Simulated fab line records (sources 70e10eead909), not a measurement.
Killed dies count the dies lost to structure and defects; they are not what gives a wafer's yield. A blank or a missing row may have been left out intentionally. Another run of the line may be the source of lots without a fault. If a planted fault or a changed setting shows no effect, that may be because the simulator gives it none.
The tool behind it: which one? -- flow nand harc -- Sampling: 13 lots, 39 wafers, 5 of 1159 route steps

== WHAT THE GAUGES SHOWED, per wafer ==
NHARC_END_SORT_01. Usual: killed at array 27, standard deviation 11; killed at other 0.7, standard deviation 0.93; killed at periphery 2.9, standard deviation 1.9; killed dies 30, standard deviation 11; killed open 3.1, standard deviation 1.7; killed short 1.9, standard deviation 1.3.
lot,measured,on,killed at array,killed at other,killed at periphery,killed dies,killed open,killed short,flag
L458,day 22 19:01,prober-01,16 20 29,0 0 0,3 3 5,19 23 34,2 2 5,1 4 4,
L464,day 23 22:29,prober-02,31 35 673,2 1 1,2 2 3,35 38 677,4 2 2,3 2 4,OFF

== WHICH TOOL RAN EACH LOT (tool, then ch and the chambers of the sampled wafers, then the start) ==
lot,NHARC_A_CONTACT_DEP_58,NHARC_A_BONDPAD_ANNEAL_28,NHARC_A_BONDPAD_CMP_19,NHARC_THIN_TSV_PRE_CLEAN_54
L447,"pecvd-03 ch 1,2, day 16 09:49","rtp anneal-01 ch 0, day 17 21:12","cmp-03 ch 0,2,3, day 17 21:34","pvd sputter-01, day 18 19:47"
L450,"pecvd-03 ch 0,1,2, day 16 20:43","rtp anneal-01 ch 0, day 18 03:14","cmp-03 ch 1,3, day 18 03:30","pvd sputter-02, day 18 18:30"
L449,"pecvd-02 ch 0,2, day 16 20:50","rtp anneal-01 ch 0, day 18 04:13","cmp-03 ch 0,1, day 18 04:34","pvd sputter-02, day 18 22:42"
L451,"pecvd-02 ch 0,1, day 17 02:00","rtp anneal-01 ch 0, day 18 08:59","cmp-04 ch 0,1,3, day 18 09:17","pvd sputter-03, day 19 08:43"
L453,"pecvd-03 ch 0,1,2, day 17 13:07","rtp anneal-02 ch 0, day 19 03:20","cmp-03 ch 0,2,3, day 19 03:41","pvd sputter-02, day 19 21:40"
L455,"pecvd-02 ch 0,1,2, day 18 14:59","rtp anneal-02 ch 0, day 19 21:40","cmp-01 ch 0,2,3, day 19 22:01","pvd sputter-02, day 20 16:28"
L456,"pecvd-04 ch 1,2, day 18 17:56","rtp anneal-02 ch 0, day 20 02:47","cmp-04 ch 0,1,2, day 20 03:05","pvd sputter-02, day 20 23:07"
L457,"pecvd-02 ch 0,1, day 18 20:19","rtp anneal-02 ch 0, day 20 03:28","cmp-01 ch 2,3, day 20 03:48","pvd sputter-03, day 21 00:29"
L459,"pecvd-03 ch 0,1,2, day 19 15:45","rtp anneal-02 ch 0, day 20 20:32","cmp-04 ch 0,1,3, day 20 20:53","pvd sputter-02, day 21 17:03"
L460,"pecvd-03 ch 0,1,2, day 19 17:22","rtp anneal-02 ch 0, day 20 21:29","cmp-04 ch 0,1, day 20 21:49","pvd sputter-01, day 21 15:50"
L458,"pecvd-03 ch 0,1, day 20 01:26","rtp anneal-01 ch 0, day 21 13:40","cmp-03 ch 0,2,3, day 21 14:02","pvd sputter-03, day 22 08:37"
L464,"pecvd-04 ch 0,2, day 20 17:32","rtp anneal-02 ch 0, day 22 18:41","cmp-01 ch 0,1, day 22 18:59","pvd sputter-02, day 23 13:29"
L469,"pecvd-03 ch 0,1,2, day 22 16:19","rtp anneal-02 ch 0, day 24 00:11","cmp-03 ch 0,1,2, day 24 00:28","pvd sputter-01, day 25 05:14"
- NHARC_A_CONTACT_DEP_58: deposits SiON, target thk 60 nm.
- NHARC_A_BONDPAD_ANNEAL_28: time 90 s.
- NHARC_A_BONDPAD_CMP_19: polishes, t overpolish 30 s, cu recess touch 16 s, target thk 169.8 nm.
- NHARC_THIN_TSV_PRE_CLEAN_54: time 30 s.

== AS READ BY THE TOOLS THEMSELVES (means over the sampled wafers that have a number; for cases with no such wafer, the mark the record gives instead) ==
NHARC_A_CONTACT_DEP_58. Usual: heater power w 748 W, standard deviation 140; showerhead vpp V 1161 V, standard deviation 49.
lot,tool,heater power w (W),showerhead vpp V (V),flag
L447,pecvd-03,676,1190,
L450,pecvd-03,643,1178,
L449,pecvd-02,955,1100,
L451,pecvd-02,755,1118,
L453,pecvd-03,710,1175,
L455,pecvd-02,850,1134,
L456,pecvd-04,705,1175,
L457,pecvd-02,724,1128,
L459,pecvd-03,639,1195,
L460,pecvd-03,686,1187,
L458,pecvd-03,737,1212,
L464,pecvd-04,667,1173,
L469,pecvd-03,677,1188,

NHARC_A_BONDPAD_ANNEAL_28. Usual: anneal temp c 224.98 C, standard deviation 0.15; anneal temp c max 226.02, standard deviation 0.28; wafer_temp_C_max 226.0, standard deviation 0.48.
lot,tool,anneal temp c (C),anneal temp c max,wafer_temp_C_max,flag
L447,rtp anneal-01,224.95,225.74,226.2,
L450,rtp anneal-01,225.01,225.90,226.2,
L449,rtp anneal-01,225.13,226.08,226.3,
L451,rtp anneal-01,224.90,225.73,226.2,
L453,rtp anneal-02,224.97,226.21,225.6,
L455,rtp anneal-02,224.87,226.06,225.9,
L456,rtp anneal-02,224.76,226.00,225.4,
L457,rtp anneal-02,224.97,226.26,225.6,
L459,rtp anneal-02,224.74,225.94,225.5,
L460,rtp anneal-02,225.06,226.14,225.3,
L458,rtp anneal-01,225.15,226.11,226.8,
L464,rtp anneal-02,225.19,226.49,225.6,
L469,rtp anneal-02,225.16,226.29,225.4,

NHARC_A_BONDPAD_CMP_19. Usual: motor current A 12.3 A, standard deviation 1.4; overpolish run s 30.001 s, standard deviation 0.008.
lot,tool,motor current A (A),overpolish run s (s),flag
L447,cmp-03,12.5,30.005,
L450,cmp-03,12.3,30.006,
L449,cmp-03,11.3,29.998,
L451,cmp-04,12.0,29.994,
L453,cmp-03,12.6,30.005,
L455,cmp-01,12.6,30.008,
L456,cmp-04,12.4,30.001,
L457,cmp-01,11.7,30.003,
L459,cmp-04,12.5,29.991,
L460,cmp-04,13.2,29.999,
L458,cmp-03,12.6,29.999,
L464,cmp-01,13.2,30.000,
L469,cmp-03,11.7,30.003,

NHARC_THIN_TSV_PRE_CLEAN_54. Usual: heater power w reads 412 W (standard deviation 33).
lot,tool,heater power w (W),flag
L447,pvd sputter-01,396,
L450,pvd sputter-02,415,
L449,pvd sputter-02,414,
L451,pvd sputter-03,422,
L453,pvd sputter-02,427,
L455,pvd sputter-02,403,
L456,pvd sputter-02,412,
L457,pvd sputter-03,401,
L459,pvd sputter-02,432,
L460,pvd sputter-01,419,
L458,pvd sputter-03,409,
L464,pvd sputter-02,414,
L469,pvd sputter-01,408,

== THE ANSWER, worked out from the rows above alone ==
Rule: take the mean of a lot's wafers that have a number; if it is more than 3 standard deviations from the usual mean, the lot is off. A lot without any number at a reading at which 4 lots or more have one is off too. The other lots that the step has rows for count as sound. First the gauges in route order, then the tools' own readings, where a lot's mean is used as printed above. At the first step where some lot is off, the reading lying furthest off is the one used; lots without a number count as furthest.
Off at NHARC_END_SORT_01 (killed dies): L464. Neither off nor sound, because the step has no rows for them: L447, L450, L449, L451, L453, L455, L456, L457, L459, L460, L469.
A tool fits if, at a process step before that reading, it ran every lot that is off, and no sound lot after the first of them. The gauges at NHARC_END_SORT_01 are tried like those tools. Can't be told from this: 5 tools fit, pecvd-04 at NHARC_A_CONTACT_DEP_58, rtp anneal-02 at NHARC_A_BONDPAD_ANNEAL_28, cmp-01 at NHARC_A_BONDPAD_CMP_19, pvd sputter-02 at NHARC_THIN_TSV_PRE_CLEAN_54, prober-02 at NHARC_END_SORT_01.

== WHAT THE SIMULATOR HAD PUT IN ==
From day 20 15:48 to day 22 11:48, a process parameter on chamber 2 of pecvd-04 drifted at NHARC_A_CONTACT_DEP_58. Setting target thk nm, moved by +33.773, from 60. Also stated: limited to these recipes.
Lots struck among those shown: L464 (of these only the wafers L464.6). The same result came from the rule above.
